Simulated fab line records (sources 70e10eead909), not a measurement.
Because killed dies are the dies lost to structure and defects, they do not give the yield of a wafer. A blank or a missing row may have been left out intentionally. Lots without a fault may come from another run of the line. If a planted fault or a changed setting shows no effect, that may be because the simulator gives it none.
fab line records | flow nand-harc
[record] lots = 10 wafers = 30 last-day = 26
route steps=1159 shown A_CHANNEL_HOLE_D1@467 END@1159
lots that met no fault: from a run of the same line without faults
start-h: the number of hours between the record's first day and the start of the first shown wafer of the lot | wait-h: hours from the lot's prior step to this one | " unchanged from the row above | L1.1+2: a single row standing in for several wafers | - no value, or no start given | * or withheld: withheld | < > ~ a bound
route shown NAME@n: NAME is a module with steps in the file, n the number in the route of the first one | usual: the fault-free wafers' mean and standard deviation | same: alike in all rows | chamber/n: place in a boat | sites: per-site readings | _std_site: their standard deviation | _edge_site: outer sites' mean less inner sites' | radius-mm: for every site, how far away it sits from the centre of the wafer | mask NAME#n: copy n | behind: tool/chamber where the wafer was last shaped | hold: the reason the lot was held/the length of the hold in hours/how it ended | device: the n, p or np transistor that did not switch | end of line: the route-end tests of the same wafers | where a step has no rows: the recipe by itself | killed: the dies lost at the first sort to structure and to defects; this is not the yield of the wafer | map: the dies of a wafer, with x for killed, . for not killed, _ for no die there
set.NAME: the run value of the setting; set.NAME@STEP: its run value at that earlier step | model.NAME: the simulator's own value behind a step, which no gauge read
a sample of lots followed through the steps of the route, with each step as a table and each wafer as a row
services: when a tool's chamber went out of use (start-h, in hours from the record's first day, below 0 if earlier), for how many hours, and the reason
[[steps]]
[step NHARC_A_CHANNEL_HOLE_D1_ETCH_39]
[recipe] target-depth-a = 2600 over-etch-frac = 0.3 time-s = 325 ion-energy-ev = 200 n2-flow-sccm = 150 h2-flow-sccm = 150 ar-flow-sccm = 0 rf-w = 400 bias-w = 150 chemistry = N2/H2
[usual] bias-w = 150.0/0.46 chamber-pressure-mTorr = 30.00/0.03 drypump-motor-current-A = 5.9/0.41 oes-product-au = 1.003/0.0087 rf-vpp-V = 429.8/2.7 showerhead-plenum-p-Torr = 2.02/0.094 throttle-valve-pct = 14.171/0.0097
[same] over-etch-frac = 0.3
// columns lot.wafer tool chamber start-h wait-h bias-w chamber-pressure-mTorr drypump-motor-current-A oes-product-au rf-hours-counter-h rf-vpp-V showerhead-plenum-p-Torr throttle-valve-pct
L595.4 rie-diel-09 2 - - 149.9 30.00 5.7 0.987 7 430.7 2.02 14.162
L595.3 " 0 " " 149.6 30.00 6.2 1.025 7 428.8 1.99 14.168
L595.5 " 2 " " 149.6 29.98 5.8 0.985 - 430.4 2.02 14.172
L604.4 rie-diel-09 3 - - 149.5 30.01 5.9 0.984 10 429.4 1.99 14.172
L604.2 " 1 " " 150.0 30.02 6.5 0.987 10 428.0 1.92 14.167
L604.6 " 3 " " 149.7 30.01 5.9 0.983 - 427.9 1.99 14.167
L605.4 rie-diel-04 0 - - 150.6 30.05 6.0 1.002 7 429.8 2.00 14.162
L605.2 " 1 " " 149.6 29.96 6.5 1.011 6 427.6 1.90 14.177
L605.6 " 2 " " 150.2 30.02 5.8 0.986 - 427.1 1.94 14.151
L607.2 rie-diel-10 3 - - 149.6 29.99 6.1 0.997 5 426.3 1.90 14.175
L607.4 " 1 " " 149.8 29.97 5.7 1.002 5 434.9 2.15 14.172
L607.6 " 2 " " 149.5 30.05 5.3 1.005 - 433.3 2.14 14.173
L606.3 rie-diel-04 2 - - 149.8 29.99 5.8 0.989 8 427.7 1.94 14.193
L606.2 " 0 " " 150.5 30.01 6.0 1.002 8 430.0 2.00 14.172
L606.6 " 2 " " 150.4 30.02 5.8 0.988 - 428.2 1.94 14.184
L610.2 rie-diel-09 2 - - 150.5 30.03 5.7 0.990 0 428.2 2.02 14.169
L610.6 " 1 " " 150.1 30.00 6.5 1.007 - 426.9 1.92 14.156
L610.5 " 3 " " 150.9 29.94 5.9 1.013 - 430.6 1.99 14.164
L613.1 rie-diel-09 2 - - 149.9 30.00 5.7 0.994 2 430.9 2.02 14.169
L613.2 " 3 " " 149.9 30.07 5.9 1.010 2 427.4 1.99 14.178
L613.5 " 3 " " 149.7 29.97 5.9 1.009 - 429.8 1.99 14.167
L614.1 rie-diel-10 3 - - 149.9 30.01 6.1 1.002 10 427.8 1.90 14.171
L614.2 " 0 " " 149.4 29.99 6.2 1.000 11 433.9 2.16 14.182
L614.3 " 1 " " 149.8 30.01 5.7 1.005 9 432.0 2.15 14.152
L616.3 rie-diel-09 0 - - 149.3 29.96 6.1 1.001 2 428.7 1.99 14.166
L616.2 " 2 " " 150.1 30.03 5.7 0.999 3 430.1 2.02 14.162
L616.6 " 0 " " 150.4 29.99 6.2 1.003 - 429.8 1.99 14.167
L617.2 rie-diel-10 1 - - 149.6 29.98 5.7 0.999 10 432.6 2.15 14.172
L617.4 " 3 " " 149.5 29.98 6.1 1.003 11 425.0 1.90 14.183
L617.6 " 1 " " 150.1 29.98 5.7 1.003 - 434.9 2.15 14.163
[step NHARC_A_CHANNEL_HOLE_D1_ETCH_24]
[recipe] bias-v = 5000 source-w = withheld pressure-mtorr = 20 time-s = 906.2 ar-flow-sccm = 375 c4f8-flow-sccm = 93.8 o2-flow-sccm = 31.2 temp-c = -20 target-depth-a = 15000 chemistry = C4F8/O2/Ar
[usual] c4f8-flow-sccm = 93.76/0.24 chamber-pressure-mTorr = 20.001/0.018 drypump-motor-current-A = 5.77/0.082 showerhead-plenum-p-Torr = 3.74/0.11 throttle-valve-pct = 32.235/0.0089
// columns lot.wafer tool chamber start-h wait-h c4f8-flow-sccm chamber-pressure-mTorr drypump-motor-current-A rf-hours-counter-h showerhead-plenum-p-Torr throttle-valve-pct
L595.3 har-etch-02 1 191.68 0.6 93.70 19.991 5.72 - 3.81 32.236
L595.4 " 0 " " 93.89 20.005 5.89 - 3.58 32.241
L595.5 " 1 " " 93.88 20.000 5.73 - 3.81 32.234
L604.2 har-etch-02 1 231.69 0.6 94.04 19.992 5.76 125 3.80 32.247
L604.4 " 0 " " 93.48 19.999 5.85 - 3.57 32.227
L604.6 " 0 " " 93.87 19.996 5.91 - 3.57 32.232
L605.2 har-etch-01 1 254.80 0.6 93.57 19.994 5.82 220 3.80 32.240
L605.4 " 0 " " 93.94 20.015 5.67 - 3.80 32.220
L605.6 " 1 " " 93.70 19.980 5.76 - 3.80 32.244
L607.2 har-etch-02 1 256.47 0.6 94.21 20.032 5.75 135 3.79 32.235
L607.4 " 0 " " 93.89 20.013 5.90 - 3.57 32.233
L607.6 " 0 " " 93.61 20.011 5.86 - 3.57 32.221
L606.2 har-etch-01 1 258.98 0.6 94.17 20.016 5.78 224 3.80 32.253
L606.3 " 0 " " 93.57 19.982 5.64 - 3.80 32.249
L606.6 " 1 " " 93.91 20.053 5.79 - 3.80 32.235
L610.2 har-etch-02 0 278.36 0.6 93.68 20.003 5.87 144 3.56 32.217
L610.6 " 0 " " 93.62 20.004 5.86 - 3.56 32.228
L610.5 " 1 " " 93.65 19.986 5.74 - 3.79 32.235
L613.1 har-etch-02 0 297.59 0.6 93.86 20.007 5.89 155 3.55 32.239
L613.2 " 1 " " 93.65 19.978 5.73 155 3.78 32.236
L613.5 " 1 " " 93.57 20.023 5.72 - 3.78 32.246
L614.2 har-etch-01 0 298.47 0.6 93.83 19.999 5.65 243 3.79 32.230
L614.1 " 1 " " 93.67 19.995 5.79 243 3.79 32.240
L614.3 " 1 " " 93.49 20.006 5.78 - 3.79 32.225
L616.2 har-etch-02 1 318.77 0.6 93.89 19.991 5.74 166 3.77 32.232
L616.3 " 1 " " 93.75 19.978 5.73 - 3.77 32.245
L616.6 " 1 " " 93.62 20.012 5.74 - 3.77 32.229
L617.2 har-etch-02 0 322.80 0.6 93.44 20.005 5.87 170 3.55 32.241
L617.4 " 1 " " 94.13 19.982 5.75 - 3.77 32.232
L617.6 " 1 " " 93.93 20.014 5.76 - 3.77 32.233
[step NHARC_A_CHANNEL_HOLE_D1_ETCH_33]
[recipe] bias-v = 400 source-w = 2000 pressure-mtorr = 25 time-s = 90 ar-flow-sccm = 375 c4f8-flow-sccm = 41.7 o2-flow-sccm = 83.3 temp-c = -20 target-depth-a = 4000 chemistry = C4F8/O2/Ar
[usual] bias-v = 401/4 c4f8-flow-sccm = 41.69/0.12 drypump-motor-current-A = 5.77/0.079 showerhead-plenum-p-Torr = 3.78/0.11 throttle-valve-pct = 27.619/0.01
// columns lot.wafer tool chamber start-h wait-h bias-v c4f8-flow-sccm drypump-motor-current-A rf-hours-counter-h showerhead-plenum-p-Torr throttle-valve-pct
L595.3 har-etch-02 1 193.33 0.2 405 41.80 5.75 - 3.85 27.613
L595.4 " 0 " " 399 41.77 5.84 - 3.62 27.618
L595.5 " 1 " " 404 41.80 5.77 - 3.85 27.617
L604.2 har-etch-02 1 233.42 0.2 - - - - - -
L604.4 " 0 " " - - - - - -
L604.6 " 0 " " - - - - - -
L605.2 har-etch-01 1 256.57 0.2 - - - - - -
L605.4 " 0 " " - - - - - -
L605.6 " 1 " " - - - - - -
L607.2 har-etch-02 1 258.33 0.2 397 41.55 5.74 137 3.84 27.616
L607.4 " 0 " " 409 41.62 5.85 - 3.60 27.623
L607.6 " 0 " " 402 41.76 5.86 - 3.60 27.624
L606.2 har-etch-01 1 260.71 0.2 399 41.59 5.82 225 3.85 27.596
L606.3 " 0 " " 402 41.52 5.65 - 3.85 27.600
L606.6 " 1 " " 400 41.45 5.83 - 3.85 27.625
L610.2 har-etch-02 0 280.20 0.2 403 41.42 5.86 146 3.60 27.624
L610.6 " 0 " " 400 41.75 5.89 - 3.60 27.621
L610.5 " 1 " " 398 41.68 5.73 - 3.83 27.612
L613.1 har-etch-02 0 299.45 0.2 403 41.86 5.88 157 3.59 27.635
L613.2 " 1 " " 402 41.65 5.73 157 3.83 27.624
L613.5 " 1 " " 401 41.87 5.73 - 3.83 27.615
L614.2 har-etch-01 0 300.32 0.2 405 41.68 5.66 245 3.84 27.619
L614.1 " 1 " " 395 41.62 5.79 245 3.84 27.615
L614.3 " 1 " " 399 41.77 5.81 - 3.84 27.606
L616.2 har-etch-02 1 320.51 0.2 402 41.48 5.74 168 3.82 27.612
L616.3 " 1 " " 403 41.72 5.74 - 3.82 27.616
L616.6 " 1 " " 400 41.54 5.73 - 3.82 27.614
L617.2 har-etch-02 0 324.64 0.2 399 41.56 5.86 172 3.59 27.631
L617.4 " 1 " " 397 41.56 5.74 - 3.82 27.619
L617.6 " 1 " " 402 41.75 5.73 - 3.82 27.625
[step NHARC_A_CHANNEL_HOLE_D1_STRIP_27]
[recipe] o2-flow-sccm = 500 ar-flow-sccm = 0 bias-w = 0 chemistry = O2
[usual] drypump-motor-current-A = 5.9/0.46 oes-product-au = 1.002/0.0091 rf-vpp-V = 57.6/0.88 showerhead-plenum-p-Torr = 3.49/0.14 throttle-valve-pct = 17.037/0.0087
// columns lot.wafer tool chamber start-h wait-h drypump-motor-current-A oes-product-au rf-hours-counter-h rf-vpp-V showerhead-plenum-p-Torr throttle-valve-pct
L595.3 rie-diel-04 0 - - 6.0 1.001 5 57.5 3.47 17.037
L595.4 " 0 " " 6.0 0.998 - 58.4 3.47 17.039
L595.5 " 3 " " 5.1 1.019 - 58.6 3.52 17.036
L604.2 rie-diel-10 2 - - 5.3 0.990 4 57.8 3.68 17.033
L604.4 " 3 " " 6.1 0.997 3 56.9 3.31 17.021
L604.6 " 1 " " 5.7 1.006 - 57.9 3.70 17.036
L605.4 rie-diel-04 3 - - 5.1 0.985 8 57.1 3.52 17.024
L605.2 " 2 " " 5.8 0.994 9 56.5 3.36 17.043
L605.6 " 3 " " 5.1 0.978 - 56.4 3.52 17.062
L607.4 rie-diel-04 0 - - 6.0 0.991 9 57.9 3.46 17.029
L607.2 " 1 " " 6.5 1.009 8 57.1 3.31 17.046
L607.6 " 3 " " 5.1 0.998 - 56.9 3.52 17.033
L606.2 rie-diel-04 1 - - 6.5 1.016 8 57.9 3.31 17.019
L606.3 " 3 " " 5.1 0.992 9 57.3 3.52 17.029
L606.6 " 1 " " 6.5 1.012 - 55.7 3.31 17.034
L610.2 rie-diel-04 1 - - 6.5 1.006 8 57.7 3.31 17.037
L610.5 " 1 " " 6.5 1.016 - 56.6 3.31 17.038
L610.6 " 2 " " 5.8 1.002 - 57.6 3.36 17.034
L613.1 rie-diel-04 1 - - 6.6 1.007 0 56.9 3.31 17.049
L613.2 " 3 " " 5.1 0.999 0 56.9 3.52 17.040
L613.5 " 0 " " 6.0 0.997 - 57.4 3.46 17.044
L614.1 rie-diel-10 1 - - 5.7 0.996 9 57.8 3.70 17.038
L614.2 " 2 " " 5.3 1.006 10 59.2 3.68 17.029
L614.3 " 0 " " 6.2 0.993 11 58.6 3.72 17.041
L616.3 rie-diel-09 0 - - 6.1 1.003 3 57.1 3.44 17.050
L616.2 " 1 " " 6.4 0.996 4 57.9 3.33 17.059
L616.6 " 0 " " 6.2 1.008 - 56.3 3.44 17.029
L617.4 rie-diel-09 1 - - 6.5 1.003 4 58.3 3.33 17.019
L617.2 " 3 " " 5.9 1.014 4 57.1 3.45 17.035
L617.6 " 0 " " 6.2 1.002 - 59.7 3.44 17.029
[step NHARC_A_CHANNEL_HOLE_D1_XSEM_31]
[recipe] landing-energy-ev = 35000
[usual] bot-cd-nm = 74.4/1.6 bow-nm = 8.53/0.23 tilt-deg = 0.08/0.04
// columns lot.wafer tool chamber start-h wait-h bot-cd-nm bow-nm tilt-deg
L595.3 xsem-02 0 195.56 0.1 75.5 8.35 -0.01
L595.4 " 0 " " 75.9 8.32 -0.01
L595.5 " 0 " " 74.0 8.34 -0.01
L604.2 xsem-02 0 235.51 0.1 77.0 8.30 0.05
L604.4 " 0 " " 73.5 8.30 0.05
L604.6 " 0 " " 74.5 8.31 0.05
L605.2 xsem-01 0 258.17 0.1 72.6 8.28 0.14
L605.4 " 0 " " 76.1 8.25 0.14
L605.6 " 0 " " 74.3 8.27 0.14
L605.2 xsem-01 0 - - 72.8 - 0.12
L605.4 " 0 " " 75.2 - 0.12
L605.6 " 0 " " 73.7 - 0.12
L607.2 xsem-02 0 259.97 0.1 72.6 8.83 0.10
L607.4 " 0 " " 74.2 8.91 0.11
L607.6 " 0 " " 74.4 8.84 0.10
L606.2 xsem-01 0 262.32 0.1 75.7 8.41 0.09
L606.3 " 0 " " 75.5 8.46 0.09
L606.6 " 0 " " 76.1 8.40 0.09
L610.2 xsem-02 0 281.84 0.1 73.5 8.60 0.02
L610.5 " 0 " " 75.8 8.62 0.02
L610.6 " 0 " " 72.5 8.60 0.02
L613.1 xsem-01 0 301.08 0.1 75.1 8.42 0.08
L613.2 " 0 " " 74.3 8.37 0.08
L613.5 " 0 " " 75.3 8.46 0.08
L614.1 xsem-01 0 302.10 0.1 77.0 8.42 0.13
L614.2 " 0 " " 75.1 8.48 0.13
L614.3 " 0 " " 75.2 8.47 0.13
L616.2 xsem-02 0 322.17 0.1 76.8 8.74 0.11
L616.3 " 0 " " 75.7 8.81 0.11
L616.6 " 0 " " 77.1 8.74 0.10
L617.2 xsem-01 0 326.27 0.1 76.9 8.66 0.14
L617.4 " 0 " " 74.9 8.71 0.14
L617.6 " 0 " " 75.6 8.70 0.14
[step NHARC_END_SORT_01]
[recipe] temp-c = 25
[usual] killed-at-array = 27/11 killed-at-other = 0.6/1 killed-at-periphery = 3.0/2.1 killed-dies = 31/12 killed-open = 3.2/1.7 killed-short = 1.7/1.4
[same] gross-dies = 677
// columns lot.wafer tool chamber start-h wait-h hold killed-at-array killed-at-other killed-at-periphery killed-dies killed-open killed-short
L595.3 prober-01 0 476.03 3.1 - 11 0 3 14 3 0
L595.4 prober-01 0 476.84 3.4 - 11 0 1 12 1 1
L595.5 prober-01 0 477.65 3.7 - 9 0 3 12 6 0
L604.2 prober-01 0 498.77 2.8 await-dispo/2.4h/scrap 676 0 1 677 3 2
L604.4 prober-01 0 500.38 3.4 await-dispo/2.4h/scrap 675 0 2 677 3 1
L604.6 prober-01 0 501.99 4.0 await-dispo/2.4h/scrap 675 1 1 677 1 1
L605.2 prober-01 0 512.16 2.8 - 674 1 2 677 5 0
L605.4 prober-01 0 513.78 3.4 - 674 1 2 677 2 0
L605.6 prober-01 0 515.39 4.0 - 671 0 6 677 4 3
L607.2 prober-02 0 513.15 2.8 - 12 0 1 13 1 1
L607.4 prober-02 0 514.73 3.4 - 12 0 2 14 4 0
L607.6 prober-02 0 516.31 3.9 - 10 0 2 12 3 1
L610.2 prober-01 0 540.81 2.8 - 48 4 1 53 1 2
L610.5 prober-01 0 543.24 3.7 - 40 3 4 47 4 2
L610.6 prober-01 0 544.05 4.0 - 36 2 5 43 0 1
// killed by level:class
L595.3 A_CONTACT:chamber-film-flake=4 A_CONTACT:geometric-particle:open=2 P_M1:chamber-film-flake=2 A_CHANNEL_HOLE_D1:chamber-film-flake=2 A_STAIRCASE:chamber-film-flake=2 A_WL_FILL:geometric-particle:open=1 P_STI:chamber-film-flake=1
L595.4 A_CONTACT:chamber-film-flake=4 A_STAIRCASE:chamber-film-flake=2 A_CHANNEL_FILL_D1:geometric-particle:short=1 A_M1:geometric-particle:open=1 P_M1:chamber-film-flake=1 A_CHANNEL_HOLE_D1:chamber-film-flake=1 A_WL_FILL:chamber-film-flake=1 A_BONDPAD:chamber-film-flake=1
L595.5 A_CONTACT:chamber-film-flake=4 A_WL_FILL:geometric-particle:open=3 P_M0:geometric-particle:open=1 P_M1:geometric-particle:open=1 P_M2:geometric-particle:open=1 A_CHANNEL_HOLE_D1:chamber-film-flake=1 A_STAIRCASE:chamber-film-flake=1
L604.2 A_CHANNEL_HOLE_D1:area-etch=663 A_STAIRCASE:chamber-film-flake=5 A_WL_FILL:chamber-film-flake=2 P_CONTACT:geometric-particle:short=1 A_ONON_D1:geometric-particle:short=1 A_ONON_D1:geometric-particle:open=1 A_CONTACT:geometric-particle:open=1 A_M0:geometric-particle:open=1
L604.4 A_CHANNEL_HOLE_D1:area-etch=669 P_ZERO_WELL:chamber-film-flake=2 A_SOURCE_PLATE:geometric-particle:open=1 A_WL_FILL:geometric-particle:short=1 A_CONTACT:geometric-particle:open=1 A_M1:geometric-particle:open=1 A_WL_FILL:chamber-film-flake=1 A_CONTACT:chamber-film-flake=1
L604.6 A_CHANNEL_HOLE_D1:area-etch=670 A_WL_FILL:chamber-film-flake=2 A_WL_FILL:geometric-particle:short=1 A_CONTACT:geometric-particle:open=1 P_ZERO_WELL:chamber-film-flake=1 A_STAIRCASE:chamber-film-flake=1 THIN_TSV:chamber-film-flake=1
L605.2 A_CHANNEL_HOLE_D1:area-etch=664 A_CONTACT:chamber-film-flake=3 A_CONTACT:geometric-particle:open=2 A_STAIRCASE:chamber-film-flake=2 P_M0:geometric-particle:open=1 A_WL_FILL:geometric-particle:open=1 A_M1:geometric-particle:open=1 P_ZERO_WELL:chamber-film-flake=1
L607.2 A_CHANNEL_HOLE_D1:chamber-film-flake=6 A_STAIRCASE:chamber-film-flake=2 A_CONTACT:chamber-film-flake=2 P_ZERO_WELL:geometric-particle:open=1 A_WL_FILL:geometric-particle:short=1 A_CHANNEL_FILL_D1:chamber-film-flake=1
L605.4 A_CHANNEL_HOLE_D1:area-etch=668 A_STAIRCASE:chamber-film-flake=4 P_CONTACT:geometric-particle:open=1 A_WL_FILL:geometric-particle:open=1 P_GATE:chamber-film-flake=1 A_CHANNEL_FILL_D1:chamber-film-flake=1 THIN_TSV:chamber-film-flake=1
L607.4 A_STAIRCASE:chamber-film-flake=5 A_CONTACT:geometric-particle:open=2 A_CHANNEL_HOLE_D1:geometric-particle:open=1 A_SGD_CUT:geometric-particle:open=1 P_ZERO_WELL:chamber-film-flake=1 P_STI:chamber-film-flake=1 A_CHANNEL_HOLE_D1:chamber-film-flake=1 A_CONTACT:chamber-film-flake=1
L605.6 A_CHANNEL_HOLE_D1:area-etch=660 A_STAIRCASE:chamber-film-flake=4 P_M0:geometric-particle:open=2 P_GATE:geometric-particle:open=1 P_CONTACT:geometric-particle:open=1 A_CHANNEL_HOLE_D1:geometric-particle:short=1 A_CHANNEL_FILL_D1:geometric-particle:short=1 A_WL_FILL:geometric-particle:short=1
L607.6 A_CHANNEL_HOLE_D1:chamber-film-flake=3 A_CONTACT:chamber-film-flake=2 P_M0:geometric-particle:short=1 A_CHANNEL_FILL_D1:geometric-particle:open=1 A_SGD_CUT:geometric-particle:open=1 A_CONTACT:geometric-particle:open=1 P_ZERO_WELL:chamber-film-flake=1 A_STAIRCASE:chamber-film-flake=1
L610.2 A_SLIT:chamber-film-flake=22 A_STAIRCASE:chamber-film-flake=11 A_CHANNEL_HOLE_D1:chamber-film-flake=6 A_CONTACT:chamber-film-flake=6 THIN_TSV:chamber-film-flake=4 A_ONON_D1:geometric-particle:short=1 A_CHANNEL_HOLE_D1:geometric-particle:short=1 A_CHANNEL_FILL_D1:geometric-particle:open=1
L610.5 A_SLIT:chamber-film-flake=18 A_STAIRCASE:chamber-film-flake=10 A_CHANNEL_HOLE_D1:chamber-film-flake=9 THIN_TSV:chamber-film-flake=3 P_GATE:geometric-particle:open=2 P_CONTACT:geometric-particle:short=1 A_ONON_D1:geometric-particle:short=1 A_STAIRCASE:geometric-particle:open=1
L610.6 A_SLIT:chamber-film-flake=19 A_STAIRCASE:chamber-film-flake=8 A_CHANNEL_HOLE_D1:chamber-film-flake=6 P_STI:chamber-film-flake=3 P_GATE:chamber-film-flake=2 A_CONTACT:chamber-film-flake=2 THIN_TSV:chamber-film-flake=2 A_WL_FILL:geometric-particle:short=1
[[services]]
// columns tool chamber start-h hours kind
rie-diel-04 0 170.05 - clean
rie-diel-04 1 170.05 - clean
rie-diel-04 2 170.05 - clean
rie-diel-04 3 170.05 - clean
rie-diel-04 3 172.35 1.7 repair
rie-diel-10 - 176.50 9.0 pm
xsem-01 - 183.86 2.7 repair
rie-diel-04 1 189.69 10.0 repair
rie-diel-04 0 194.55 - clean
rie-diel-04 2 194.55 - clean
rie-diel-04 3 194.55 - clean
rie-diel-10 0 201.79 4.0 repair
rie-diel-10 1 206.42 9.1 repair
rie-diel-10 0 213.29 6.2 repair
rie-diel-10 3 214.68 7.3 repair
rie-diel-04 3 234.87 9.8 repair
xsem-01 - 253.24 1.4 repair
rie-diel-09 - 254.22 9.0 pm
rie-diel-09 0 273.31 11.1 repair
rie-diel-04 - 289.05 9.0 pm
rie-diel-10 3 300.91 5.7 repair
xsem-02 - 302.00 14.0 pm
har-etch-01 - 305.00 17.0 pm
xsem-01 - 307.32 1.8 repair
[[key]]
[first-sign] step = NHARC_A_CHANNEL_HOLE_D1_ETCH_33 reading = tool-record direction = missing
[effect] step = NHARC_A_CHANNEL_HOLE_D1_XSEM_31 reading = visit direction = added
[effect] step = NHARC_END_SORT_01 reading = killed-at-array direction = up sigmas = 57 usual = 27 struck = 674
[more-kills-born-at] NHARC_A_CHANNEL_HOLE_D1_ETCH_33@har-etch-02 = 1994 NHARC_A_CHANNEL_HOLE_D1_ETCH_33@har-etch-01 = 1953
met-at NHARC_A_CHANNEL_HOLE_D1_ETCH_33
struck-lots L604,L605
later-rows-left-out L604.2,L604.4,L604.6,L605.2,L605.4,L605.6
tester-left-out L604,L605
not-acting-at NHARC_A_CHANNEL_HOLE_D1_ETCH_39,NHARC_A_CHANNEL_HOLE_D1_ETCH_24,NHARC_A_CHANNEL_HOLE_D1_STRIP_27
onset-between 193.33 233.42
[fault] kind = skipped-step-whole tool = har-etch-01,har-etch-02 chamber = - onset-h = 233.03 steps = NHARC_A_CHANNEL_HOLE_D1_ETCH_33 scope = struck-lots-only
// tester-left-out: of these lots the tester's yield and bins aren't shown, on N5 and GAA mostly nor the transistor test; their killed dies are dies lost to structure and defects alone, not to doping, threshold or leakage, so they don't give the yield
// later-rows-left-out: the simulator's readings of these wafers behind a module that went badly wrong aren't trusted and aren't shown, but for the sort
